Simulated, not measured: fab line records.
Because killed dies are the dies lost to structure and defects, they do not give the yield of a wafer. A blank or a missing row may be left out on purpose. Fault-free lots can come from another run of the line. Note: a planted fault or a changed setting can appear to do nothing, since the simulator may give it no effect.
Chamber matching    flow n5Finfet    N5_STI_FIN_REVEAL_ALD_14 on aldSin-02 has 4 sister chambers
The step deposits Si3N4, target thk 3 nm. 4 wafers are shown with their chamber, then 10 later ones without.

## EACH WAFER AND ITS CHAMBER
wafer   chamber  heaterPowerW (W)
L084.6  1        934
L087.5  2        939
L087.6  3        940
L088.5  0        758

## WAFERS WITHOUT THEIR CHAMBER
wafer   heaterPowerW (W)
L088.6  933
L089.1  988
L089.3  944
L089.6  933
L094.1  954
L094.2  786
L094.5  800
L095.1  954
L095.4  967
L095.6  918

## CHAMBER TAKEN BY EACH
wafer   from the rows above           in truth
L088.6  can't be placed: 1 or 2 or 3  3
L089.1  can't be placed: 3 or 2 or 1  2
L089.3  can't be placed: 3 or 2 or 1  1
L089.6  can't be placed: 1 or 2 or 3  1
L094.1  can't be placed: 3 or 2 or 1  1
L094.2  0                             0
L094.5  0                             0
L095.1  can't be placed: 3 or 2 or 1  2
L095.4  can't be placed: 3 or 2 or 1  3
L095.6  can't be placed: 1 or 2 or 3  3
Correct placement for 2 of the 10. Not placeable from these rows: 8 (in 8, the candidates include the true chamber). Placed wrongly: 0.
How it was worked out, from the rows above alone: a wafer's distance from a chamber is the root of the sum, over the readings, of the square of ((its reading less the chamber's mean) divided by the reading's scatter). The wafer belongs to the nearest chamber; if the next one is less than 2 further off, it can't be placed. For every chamber, the mean is computed from those of its wafers that are shown. The scatter: root of mean squared gap, hidden wafer to nearest shown wafer, with one shown wafer a chamber.
